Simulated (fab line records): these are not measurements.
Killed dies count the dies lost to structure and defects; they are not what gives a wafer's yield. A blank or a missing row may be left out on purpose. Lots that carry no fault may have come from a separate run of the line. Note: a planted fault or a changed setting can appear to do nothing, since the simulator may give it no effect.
The tool behind it: which one? | flow n5_finfet | Sampling: 11 lots, 33 wafers, 2 of 1938 route steps

## WHAT THE GAUGES READ, wafer by wafer
N5_PASSIVATION_OVL_MEAS_60.
lot  | measured     | on         | TV_OVL (nm)
L938 | day 11 17:41 | overlay-02 | -1 0 1
L939 | day 11 21:13 | overlay-02 | 4 -1 1
L941 | day 13 00:43 | overlay-02 | 7 9 -1
L942 | day 12 20:04 | overlay-01 | 3 8 8
L946 | day 14 05:31 | overlay-01 | -8 -4 -5
L947 | day 13 20:40 | overlay-01 | 2 -9 2
L949 | day 15 05:25 | overlay-02 | 3 2 5
L953 | day 16 11:11 | overlay-02 | 4 9 6
L958 | day 17 12:48 | overlay-02 | -7 2 -1
L959 | day 17 22:06 | overlay-02 | -1 3 0
L961 | day 18 18:11 | overlay-01 | 7 -3 -3

## TOOL THAT RAN EACH LOT (tool first, then ch and the chambers of the sampled wafers, then the start)
lot  | N5_HKMG_FIN_STRIP_88
L938 | plasma_asher-02 ch 0,1, day 4 06:37
L939 | plasma_asher-02 ch 0,1, day 4 13:03
L941 | plasma_asher-02 ch 0,1, day 4 22:19
L942 | plasma_asher-02 ch 0,1, day 5 08:13
L946 | plasma_asher-02 ch 0,1, day 6 08:53
L947 | plasma_asher-01 ch 0, day 6 10:10
L949 | plasma_asher-02 ch 0,1, day 6 23:31
L953 | plasma_asher-01 ch 0,1, day 8 01:38
L958 | plasma_asher-02 ch 0,1, day 9 08:05
L959 | plasma_asher-02 ch 0,1, day 9 12:49
L961 | plasma_asher-02 ch 0,1, day 10 03:26
- N5_HKMG_FIN_STRIP_88: strips in N2/H2, time 360 s.

## THE ANSWER, worked out from the rows above alone
Rule: usual is defined by the lots themselves. Put in order of their means at a reading, lots are off if they are a third of the lots or fewer, leave a main group of 4 or more, and stand apart from it by a gap of 3 or more times the standard deviation of the main group's means; of several such gaps the widest counts. The tables above print the reading to a certain number of digits; a main group whose means all agree to those digits is not used. Also off: a lot with no number at a reading for which 4 or more lots have one. All remaining lots with rows at the step are treated as sound.
None of the lots is off at any reading shown; this tells nothing.

## WHAT THE SIMULATOR PUT IN
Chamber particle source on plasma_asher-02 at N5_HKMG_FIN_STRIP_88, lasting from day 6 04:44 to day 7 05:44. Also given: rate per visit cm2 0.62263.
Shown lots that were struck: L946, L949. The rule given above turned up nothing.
